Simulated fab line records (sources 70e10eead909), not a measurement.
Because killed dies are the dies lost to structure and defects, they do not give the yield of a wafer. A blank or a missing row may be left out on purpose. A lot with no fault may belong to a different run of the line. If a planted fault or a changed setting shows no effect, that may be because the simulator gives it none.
Chamber matching :: flow nand harc :: rie diel-02 running NHARC_A_STAIRCASE_DESCUM_312: 4 sister chambers
The step chemistry O2, time 3 s. 16 wafers are shown with their chamber, then 8 later ones without.

== WAFERS PAIRED WITH THEIR CHAMBERS ==
wafer: L950.3
chamber: 1
drypump motor current A (A): 6.01
showerhead plenum p Torr (Torr): 1.89
chamber pressure mTorr (mTorr): 60.01

wafer: L950.4
chamber: 2
drypump motor current A (A): 5.83
showerhead plenum p Torr (Torr): 1.79
chamber pressure mTorr (mTorr): 60.01

wafer: L950.6
chamber: 2
drypump motor current A (A): 5.80
showerhead plenum p Torr (Torr): 1.79
chamber pressure mTorr (mTorr): 59.95

wafer: L952.1
chamber: 3
drypump motor current A (A): 5.68
showerhead plenum p Torr (Torr): 1.93
chamber pressure mTorr (mTorr): 60.08

wafer: L952.5
chamber: 1
drypump motor current A (A): 6.03
showerhead plenum p Torr (Torr): 1.88
chamber pressure mTorr (mTorr): 60.05

wafer: L952.6
chamber: 0
drypump motor current A (A): 5.10
showerhead plenum p Torr (Torr): 1.76
chamber pressure mTorr (mTorr): 60.01

wafer: L957.3
chamber: 0
drypump motor current A (A): 5.09
showerhead plenum p Torr (Torr): 2.07
chamber pressure mTorr (mTorr): 59.91

wafer: L957.4
chamber: 2
drypump motor current A (A): 5.83
showerhead plenum p Torr (Torr): 1.79
chamber pressure mTorr (mTorr): 59.95

wafer: L957.6
chamber: 1
drypump motor current A (A): 5.97
showerhead plenum p Torr (Torr): 1.88
chamber pressure mTorr (mTorr): 60.02

wafer: L958.2
chamber: 1
drypump motor current A (A): 6.01
showerhead plenum p Torr (Torr): 1.88
chamber pressure mTorr (mTorr): 60.05

wafer: L958.4
chamber: 0
drypump motor current A (A): 5.09
showerhead plenum p Torr (Torr): 2.07
chamber pressure mTorr (mTorr): 60.04

wafer: L958.5
chamber: 0
drypump motor current A (A): 5.09
showerhead plenum p Torr (Torr): 2.07
chamber pressure mTorr (mTorr): 59.90

wafer: L960.1
chamber: 2
drypump motor current A (A): 5.84
showerhead plenum p Torr (Torr): 1.79
chamber pressure mTorr (mTorr): 59.92

wafer: L960.4
chamber: 0
drypump motor current A (A): 5.09
showerhead plenum p Torr (Torr): 2.07
chamber pressure mTorr (mTorr): 60.02

wafer: L960.5
chamber: 3
drypump motor current A (A): 5.69
showerhead plenum p Torr (Torr): 1.92
chamber pressure mTorr (mTorr): 59.98

wafer: L959.3
chamber: 0
drypump motor current A (A): 5.08
showerhead plenum p Torr (Torr): 2.07
chamber pressure mTorr (mTorr): 60.03

SIGNATURES (averages over the wafers above)
reading: drypump motor current A
chamber 0: 5.0900
chamber 1: 6.0050
chamber 2: 5.8250
chamber 3: 5.6850
scatter within a chamber: 0.0159

reading: showerhead plenum p Torr
chamber 0: 2.0183
chamber 1: 1.8825
chamber 2: 1.7900
chamber 3: 1.9250
scatter within a chamber: 0.0818

reading: chamber pressure mTorr
chamber 0: 59.9850
chamber 1: 60.0325
chamber 2: 59.9575
chamber 3: 60.0300
scatter within a chamber: 0.0502
Rule: for each reading, subtract the chamber's mean from the wafer's reading, divide by that reading's scatter and square the result; add these up over the readings and take the root, which gives the wafer's distance from the chamber. If the next closest chamber is less than 2 further off than the closest, the wafer can't be placed; otherwise it belongs to the closest. The scatter: take each reading less its chamber's mean, square it, sum over the shown wafers, divide by the number of wafers less the number of chambers, and take the root.

== WAFERS WITHOUT THEIR CHAMBER ==
wafer: L959.4
drypump motor current A (A): 5.87
showerhead plenum p Torr (Torr): 1.79
chamber pressure mTorr (mTorr): 60.07

wafer: L959.5
drypump motor current A (A): 5.09
showerhead plenum p Torr (Torr): 2.07
chamber pressure mTorr (mTorr): 60.05

wafer: L961.1
drypump motor current A (A): 5.83
showerhead plenum p Torr (Torr): 1.79
chamber pressure mTorr (mTorr): 60.10

wafer: L961.2
drypump motor current A (A): 5.65
showerhead plenum p Torr (Torr): 1.92
chamber pressure mTorr (mTorr): 60.05

wafer: L961.5
drypump motor current A (A): 6.01
showerhead plenum p Torr (Torr): 1.88
chamber pressure mTorr (mTorr): 60.08

wafer: L965.1
drypump motor current A (A): 5.09
showerhead plenum p Torr (Torr): 2.07
chamber pressure mTorr (mTorr): 59.99

wafer: L965.5
drypump motor current A (A): 6.01
showerhead plenum p Torr (Torr): 1.88
chamber pressure mTorr (mTorr): 60.05

wafer: L965.6
drypump motor current A (A): 5.09
showerhead plenum p Torr (Torr): 2.07
chamber pressure mTorr (mTorr): 59.96

== WHICH CHAMBER EACH ONE RAN IN ==
wafer: L959.4
from the rows above: 2
in truth: 2

wafer: L959.5
from the rows above: 0
in truth: 0

wafer: L961.1
from the rows above: 2
in truth: 2

wafer: L961.2
from the rows above: 3
in truth: 3

wafer: L961.5
from the rows above: 1
in truth: 1

wafer: L965.1
from the rows above: 0
in truth: 0

wafer: L965.5
from the rows above: 1
in truth: 1

wafer: L965.6
from the rows above: 0
in truth: 0
Correctly placed: 8 of 8. Can't be placed from these rows: 0. Wrongly placed: 0.
